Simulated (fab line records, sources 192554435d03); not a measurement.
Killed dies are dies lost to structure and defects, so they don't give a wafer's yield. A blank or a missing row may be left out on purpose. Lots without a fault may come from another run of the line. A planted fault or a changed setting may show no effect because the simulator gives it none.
fab line records | flow n5_finfet
record lots=12 wafers=35 last_day=17
route steps=1938 shown BEOL_M8@1400 BEOL_M9@1416 PASSIVATION@1936
lots that met no fault: from a run of the same line without faults
start_h: hours from the record's first day to the start of the lot's first wafer shown | wait_h: hours since the lot's step before | " the same as in the row above | L1.1+2: a row that stands for several wafers | - no value, or no start given | * or withheld: withheld | < > ~ a bound
route shown NAME@n: a module of which the file shows steps, and the number in the route of the first | usual: mean/standard deviation of fault-free wafers | same: alike in all rows | chamber/n: place in a boat | sites: the reading at each site | _std_site: their standard deviation | _edge_site: outer sites' mean less inner sites' | radius_mm: how far each site lies from the wafer's centre | mask NAME#n: copy n | behind: the tool/chamber that last shaped the wafer | hold: why the lot was held/for how many hours/how that ended | device: the transistor (n, p or np) that didn't switch | end of line: the same wafers' tests at the end of the route | a step without rows: its recipe alone | killed: dies lost to structure and defects at the first sort, not the wafer's yield | map: a wafer's dies, x killed, . not, _ none there
set.NAME: the setting as run; set.NAME@STEP: as run at that earlier step | model.NAME: the simulator's own value behind a step, which no gauge read
steps of the route over a sample of lots; a table a step, a row a wafer
services: from which hour (start_h, from the record's first day; less than 0 if before it) a tool's chamber was out of use, for how many hours, and why
## steps
# step N5_BEOL_M8_INSPECT_58
# recipe inspect_instrument=darkfield mode=post_dep
# usual raw_defect_count=76/22
# columns lot.wafer tool chamber start_h wait_h raw_defect_count
L995.1 defect_inspect-01 - 235.86 0.0 113
L995.6 " - " " 82
L994.1 defect_inspect-01 - 236.21 0.0 85
L994.3 " - " " 44
L994.6 " - " " 97
L996.1 defect_inspect-01 - 245.94 0.0 79
L996.3 " - " " 61
L996.6 " - " " 97
L999.1 defect_inspect-01 - 258.11 0.0 59
L999.2 " - " " 60
L999.3 " - " " 54
L106.4 defect_inspect-02 - 289.07 0.0 59
L106.5 " - " " 82
L106.6 " - " " 58
L105.1 defect_inspect-02 - 289.70 0.0 35
L105.3 " - " " 60
L105.5 " - " " 58
L107.1 defect_inspect-02 - 291.60 0.0 61
L107.2 " - " " 54
L107.5 " - " " 41
L108.2 defect_inspect-02 - 299.53 0.0 114
L108.3 " - " " 95
L108.4 " - " " 89
L110.2 defect_inspect-01 - 321.68 0.0 68
L110.4 " - " " 72
L110.5 " - " " 53
L109.2 defect_inspect-02 - 322.22 0.0 61
L109.5 " - " " 44
L109.6 " - " " 48
L111.1 defect_inspect-01 - 332.56 0.0 69
L111.4 " - " " 74
L111.6 " - " " 67
L113.1 defect_inspect-02 - 337.81 0.0 55
L113.3 " - " " 66
L113.4 " - " " 45
# step N5_BEOL_M9_INSPECT_13
# recipe mode=adi inspect_instrument=brightfield
# usual raw_defect_count=415/110
# columns lot.wafer tool chamber start_h wait_h raw_defect_count
L995.1 defect_inspect-01 - 237.55 0.0 715
L995.6 " - " " 567
L994.1 defect_inspect-01 - 238.99 0.0 535
L994.3 " - " " 614
L994.6 " - " " 528
L996.1 defect_inspect-01 - 247.67 0.0 427
L996.3 " - " " 324
L996.6 " - " " 381
L999.1 defect_inspect-02 - 260.23 0.0 285
L999.2 " - " " 321
L999.3 " - " " 328
L106.4 defect_inspect-02 - 290.69 0.0 360
L106.5 " - " " 314
L106.6 " - " " 288
L105.1 defect_inspect-02 - 293.31 0.0 375
L105.3 " - " " 350
L105.5 " - " " 390
L107.1 defect_inspect-02 - 295.12 0.0 340
L107.2 " - " " 404
L107.5 " - " " 355
L108.2 defect_inspect-02 - 302.22 0.0 399
L108.3 " - " " 384
L108.4 " - " " 319
L110.2 defect_inspect-01 - 325.68 0.0 492
L110.4 " - " " 384
L110.5 " - " " 467
L109.2 defect_inspect-02 - 325.85 0.0 485
L109.5 " - " " 489
L109.6 " - " " 487
L111.1 defect_inspect-02 - 333.93 0.0 275
L111.4 " - " " 311
L111.6 " - " " 323
L113.1 defect_inspect-01 - 340.43 0.0 296
L113.3 " - " " 450
L113.4 " - " " 328
# step N5_BEOL_M9_ETCH_62
# recipe chemistry=N2/H2 target=SOC target_depth_a=1100 overetch_a=220 mask_material=SiARC temp_c=40 time_s=165 ion_energy_ev=200 pressure_mtorr=30 source_w=840 bias_w=150 n2_flow_sccm=200 h2_flow_sccm=200
# usual drypump_motor_current_A=5.8/0.43 oes_product_au=0.67/0.08 rf_vpp_V=524.2/2.1 showerhead_plenum_p_Torr=2.56/0.074 throttle_valve_pct=17.9/0.34
# columns lot.wafer tool chamber start_h wait_h drypump_motor_current_A oes_product_au rf_hours_counter_h rf_vpp_V showerhead_plenum_p_Torr throttle_valve_pct
L995.1 rie_diel-02 2 237.67 0.0 6.0 0.61 196 526.1 2.64 18.2
L995.6 " 0 " " 5.9 0.79 - 525.3 2.62 17.6
L994.1 rie_diel-01 2 239.11 0.0 5.4 0.70 87 524.1 2.58 18.3
L994.3 " 0 " " 5.1 0.61 198 527.2 2.63 17.8
L994.6 " 1 " " 5.7 0.79 - 522.5 2.50 17.5
L996.1 rie_diel-02 2 247.79 0.0 5.9 0.62 199 525.3 2.64 18.1
L996.3 " 3 " " 5.8 0.57 230 522.9 2.50 18.4
L996.6 " 3 " " 5.8 0.58 - 522.6 2.50 18.4
L999.1 rie_diel-01 1 260.35 0.0 5.7 0.78 19 521.7 2.49 17.5
L999.2 " 2 " " 5.4 0.69 95 524.9 2.58 18.3
L999.3 " 0 " " 5.2 0.60 206 527.2 2.63 17.8
L106.4 rie_diel-01 3 290.80 0.0 6.3 0.83 4 522.7 2.49 17.3
L106.5 " 2 " " 5.4 0.68 - 524.4 2.58 18.4
L106.6 " 3 " " 6.4 0.83 - 523.1 2.49 17.3
L105.1 rie_diel-03 3 293.42 0.0 6.6 0.73 67 527.4 2.68 17.6
L105.3 " 1 " " 5.7 0.60 203 523.8 2.51 18.2
L105.5 " 3 " " 6.6 0.72 - 528.2 2.68 17.6
L107.1 rie_diel-02 2 295.25 0.0 6.0 0.61 213 526.8 2.63 18.2
L107.2 " 0 " " 5.9 0.76 22 526.1 2.61 17.7
L107.5 " 1 " " 5.7 0.59 - 520.7 2.40 18.2
L108.2 rie_diel-01 2 302.75 0.0 5.4 0.68 110 522.6 2.57 18.4
L108.3 " 1 " " 5.7 0.75 34 522.6 2.49 17.5
L108.4 " 3 " " 6.4 0.82 8 522.5 2.49 17.3
L110.2 rie_diel-03 3 325.88 0.0 6.6 0.71 79 528.5 2.67 17.7
L110.4 " 2 " " 6.4 0.60 208 523.3 2.50 17.7
L110.5 " 1 " " 5.7 0.60 - 522.2 2.50 18.2
L109.2 rie_diel-01 1 325.97 0.0 5.7 0.74 41 521.3 2.48 17.6
L109.5 " 1 " " 5.7 0.75 - 522.2 2.48 17.5
L109.6 " 3 " " 6.3 0.80 - 523.7 2.49 17.3
L111.1 rie_diel-02 2 334.05 0.0 6.0 0.59 227 524.7 2.63 18.2
L111.4 " 0 " " 6.0 0.73 - 524.3 2.61 17.7
L111.6 " 1 " " 5.7 0.58 - 519.7 2.40 18.2
L113.1 rie_diel-01 3 340.55 0.0 6.3 0.80 21 522.3 2.48 17.4
L113.3 " 1 " " 5.7 0.74 46 522.5 2.48 17.5
L113.4 " 0 " " 5.1 0.59 233 525.2 2.62 17.9
# step N5_BEOL_M9_COAT_63
# recipe resist=SOC temp_c=250 time_s=60 spin_rpm=1500 resist_thk_nm=60
# usual spin_speed_rpm=1500.0/0.95
# columns lot.wafer tool chamber start_h wait_h spin_speed_rpm
L994.1 litho_track-02 0 240.17 0.7 1501.0
L994.3 " 0 " " 1499.1
L994.6 " 0 " " 1498.5
L995.1 litho_track-05 0 240.32 2.3 1501.2
L995.6 " 0 " " 1501.7
L996.1 litho_track-05 0 248.28 0.1 1498.7
L996.3 " 0 " " 1500.3
L996.6 " 0 " " 1500.2
L999.1 litho_track-02 0 263.98 3.3 1499.3
L999.2 " 0 " " 1500.1
L999.3 " 0 " " 1499.7
L106.4 litho_track-05 0 293.30 2.1 1576.3
L106.5 " 0 " " 1575.8
L106.6 " 0 " " 1573.5
L105.1 litho_track-05 0 293.92 0.0 1577.6
L105.3 " 0 " " 1576.9
L105.5 " 0 " " 1575.7
L107.1 litho_track-02 0 296.96 1.3 1499.1
L107.2 " 0 " " 1500.4
L107.5 " 0 " " 1499.2
L108.2 litho_track-02 0 305.29 2.2 1501.6
L108.3 " 0 " " 1499.7
L108.4 " 0 " " 1499.4
L110.2 litho_track-03 0 326.32 0.1 1500.6
L110.4 " 0 " " 1500.3
L110.5 " 0 " " 1500.0
L109.2 litho_track-02 0 328.48 2.1 1499.3
L109.5 " 0 " " 1500.6
L109.6 " 0 " " 1501.2
L111.1 litho_track-03 0 335.60 1.2 1500.1
L111.4 " 0 " " 1499.5
L111.6 " 0 " " 1499.7
L113.1 litho_track-03 0 341.52 0.5 1500.4
L113.3 " 0 " " 1499.0
L113.4 " 0 " " 1500.2
# step N5_PASSIVATION_PROBE_49
# usual defect_limited_yield=91.4/1.5 killed_at_M0_to_M3=36/11 killed_at_M4_up=14/6 killed_at_contacts=11/6 killed_at_front_end=37/11 killed_at_other=4/3.4 killed_dies=102/18 killed_open=66/13 killed_short=34/7.8 sort_bin_4_leakage=0.00/0.017 sort_bin_5_function=5.0/0.97 sort_bin_6_memory=3.2/0.7 sort_bin_8_speed=0.0/0.38 sort_n_pass=1078/19 sort_yield_pct=91.3/1.6
# same gross_dies=1180 killed_at_back_side=0
# columns lot.wafer tool chamber start_h wait_h defect_limited_yield[%] killed_at_M0_to_M3 killed_at_M4_up killed_at_contacts killed_at_front_end killed_at_other killed_dies killed_open killed_short sort_bin_4_leakage[%] sort_bin_5_function[%] sort_bin_6_memory[%] sort_bin_8_speed[%] sort_n_pass sort_yield_pct[%]
L994.1 prober-02 - 306.40 0.0 90.8 39 10 5 46 8 108 66 33 0 5.1 3.1 0 1072 90.8
L994.3 prober-02 - 306.50 0.1 90.4 26 3 13 51 20 113 75 34 0 5.6 3.6 0 1067 90.4
L994.6 prober-02 - 306.65 0.3 91.6 26 13 29 25 6 99 76 22 0 4.6 3.6 0 1081 91.6
# killed by level:class
L994.1 BEOL_M3:geometric_particle:open=14 STI_FIN_REVEAL:geometric_particle:open=13 HKMG_FIN:area_etch=8 FIN_SAQP:geometric_particle:short=6 BEOL_M0_SAQP:geometric_particle:open=6 BEOL_M0_SAQP:geometric_particle:short=6 STI_FIN_REVEAL:geometric_particle:short=5 BEOL_M4:geometric_particle:open=5
L994.3 MOL_CONTACT_COAG:geometric_particle:open=12 DUMMY_GATE:geometric_particle:open=11 STI_FIN_REVEAL:geometric_particle:open=8 BEOL_M0:geometric_particle:short=6 BEOL_M3:geometric_particle:open=6 PAD_METAL:geometric_particle:short=6 FIN_SAQP:geometric_particle:short=5 PAD_METAL:geometric_particle:open=5
L994.6 MOL_CONTACT_COAG:geometric_particle:open=24 STI_FIN_REVEAL:geometric_particle:open=9 BEOL_M3:geometric_particle:open=7 BEOL_M4:geometric_particle:open=6 DUMMY_GATE:geometric_particle:open=5 BEOL_M0_SAQP:geometric_particle:open=4 GATE_CUT:geometric_particle:short=4 MOL_CONTACT_COAG:geometric_particle:short=4
## services
# columns tool chamber start_h hours kind
rie_diel-03 0 216.61 2.9 repair
litho_track-02 - 247.64 - consumable_replace:filter
litho_track-05 - 250.92 - consumable_replace:filter
rie_diel-01 3 261.78 - clean
rie_diel-01 3 261.78 - consumable_replace:focus_ring
rie_diel-01 3 261.78 18.0 scheduled_down
rie_diel-01 3 261.78 18.0 vent_cycle
rie_diel-03 - 283.25 0.1 repair
rie_diel-03 1 299.40 1.6 repair
rie_diel-02 1 311.81 7.9 repair
rie_diel-02 3 314.33 6.4 repair
rie_diel-02 3 320.94 - clean
rie_diel-02 3 320.94 - consumable_replace:focus_ring
rie_diel-02 3 320.94 25.9 scheduled_down
rie_diel-02 3 320.94 25.9 vent_cycle
## key
first_sign step=N5_BEOL_M9_COAT_63 reading=spin_speed_rpm direction=up sigmas=80 usual=* struck=*
effect none on later readings
met_at N5_BEOL_M9_COAT_63
struck_lots L105,L106
not_acting_at N5_BEOL_M8_INSPECT_58,N5_BEOL_M9_INSPECT_13,N5_BEOL_M9_ETCH_62
onset_between 248.28 293.30
fault kind=process_parameter_drift tool=litho_track-05 chamber=- onset_h=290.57 steps=N5_BEOL_M9_COAT_63 channel=spin_rpm offset=* shape=step end_h=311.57 acts_in=* stated=*
